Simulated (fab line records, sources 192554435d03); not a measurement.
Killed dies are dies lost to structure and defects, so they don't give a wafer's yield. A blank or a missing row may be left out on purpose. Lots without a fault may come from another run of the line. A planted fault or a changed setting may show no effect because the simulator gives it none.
One fault seen from 2 desks | flow n5_finfet | each desk has only its own numbers; what lay behind them comes last

THE TOOL OWNER'S DESK: rie_diel-01
The tool's own readings at N5_BEOL_M7_ETCH_62 (etches SOC in N2/H2, target depth 110 nm, overetch 22 nm, time 165 s): means of the sampled wafers that have a number, for each lot that ran on this tool. A lot is out of limits, marked OUT, if its mean lies more than 4 standard deviations from the usual mean; the brackets give that distance.
Columns: A = chamber_pressure_mTorr at N5_BEOL_M7_ETCH_62, usual 29.995 mTorr; B = drypump_motor_current_A at N5_BEOL_M7_ETCH_62, usual 5.7 A; C = oes_product_au at N5_BEOL_M7_ETCH_62, usual 0.70 a.u.; D = rf_vpp_V at N5_BEOL_M7_ETCH_62, usual 523.7 V; E = showerhead_plenum_p_Torr at N5_BEOL_M7_ETCH_62, usual 2.54 Torr; F = throttle_valve_pct at N5_BEOL_M7_ETCH_62, usual 17.74 %
lot  | first seen here | A      | B   | C    | D     | E    | F
L854 | day 9 07:04     | 29.977 | 6.3 | 0.75 | 522.7 | 2.49 | 17.61
L855 | day 9 09:56     | 30.000 | 5.4 | 0.71 | 522.7 | 2.53 | 17.73
L856 | day 9 16:29     | 29.963 | 5.5 | 0.69 | 523.2 | 2.52 | 17.79
L864 | day 11 16:34    | 29.972 | 5.9 | 0.71 | 522.5 | 2.50 | 17.66
L866 | day 12 15:08    | 30.006 | 5.3 | 0.71 | 524.3 | 2.53 | 17.63
This desk's finding: nothing out of limits on any of the 5 lots.

THE METROLOGY DESK
What the gauges read, lot by lot, whatever tool the lot ran on: means of the sampled wafers that have a number. A lot is out of limits, marked OUT, if its mean lies more than 4 standard deviations from the usual mean; the brackets give that distance. Of its 12 readings 7 are shown: the one that was out of limits first, and those that lie furthest out on some lot.
Columns: A = DIBL_N at N5_BEOL_M4_RC_MEAS_101, usual 35.9 mV/V; B = DIBL_P at N5_BEOL_M4_RC_MEAS_101, usual 36.0 mV/V; C = IOFF_N at N5_BEOL_M4_RC_MEAS_101, usual 0.16 nA/um; D = ION_N at N5_BEOL_M4_RC_MEAS_101, usual 678 uA/um; E = ION_P at N5_BEOL_M4_RC_MEAS_101, usual 464 uA/um; F = VT_N at N5_BEOL_M4_RC_MEAS_101, usual 249 mV; G = trench_depth_nm at N5_BEOL_M7_OCD_MEAS_38, usual 93.2 nm
lot  | first seen here | A    | B    | C    | D   | E   | F   | G
L854 | day 8 07:40     | 38.2 | 37.7 | 0.21 | 695 | 474 | 244 | 91.6
L855 | day 8 10:04     | 35.1 | 32.7 | 0.14 | 675 | 460 | 249 | 92.6
L856 | day 8 15:54     | 35.6 | 35.6 | 0.15 | 669 | 460 | 250 | 93.0
L864 | day 10 16:56    | 37.9 | 36.5 | 0.19 | 696 | 470 | 246 | 71.9 (-11) OUT
L866 | day 11 10:10    | 34.7 | 35.3 | 0.15 | 670 | 462 | 251 | 72.5 (-11) OUT
L869 | day 11 18:02    | 35.8 | 34.8 | 0.15 | 678 | 466 | 251 | 94.6
L868 | day 12 00:59    | 36.3 | 36.4 | 0.17 | 691 | 478 | 247 | 91.6
L874 | day 13 06:49    | 36.0 | 35.5 | 0.16 | 683 | 473 | 248 | 94.0
L875 | day 13 22:55    | 34.0 | 36.1 | 0.15 | 679 | 470 | 251 | 95.0
This desk's finding: out of limits on L864, L866; first on L864, day 11 20:32 (trench_depth_nm at N5_BEOL_M7_OCD_MEAS_38). In limits: L854, L855, L856, L869, L868, L874, L875.

PUT TOGETHER
The metrology desk could have raised an alarm at day 11 20:32, on L864, L866.
The tool owner's desk saw nothing out of limits.
The tool owner's desk has L864, L866 on record, within its limits.
Of the lots named, all ran N5_BEOL_M7_ETCH_62 on rie_diel-01.

WHAT THE SIMULATOR HAD PUT IN
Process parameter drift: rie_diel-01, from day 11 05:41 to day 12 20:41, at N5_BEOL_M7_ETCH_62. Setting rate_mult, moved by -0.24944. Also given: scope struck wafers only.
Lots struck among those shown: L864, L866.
Hours from the fault's start to each desk's first reading out of limits: the metrology desk, 15.
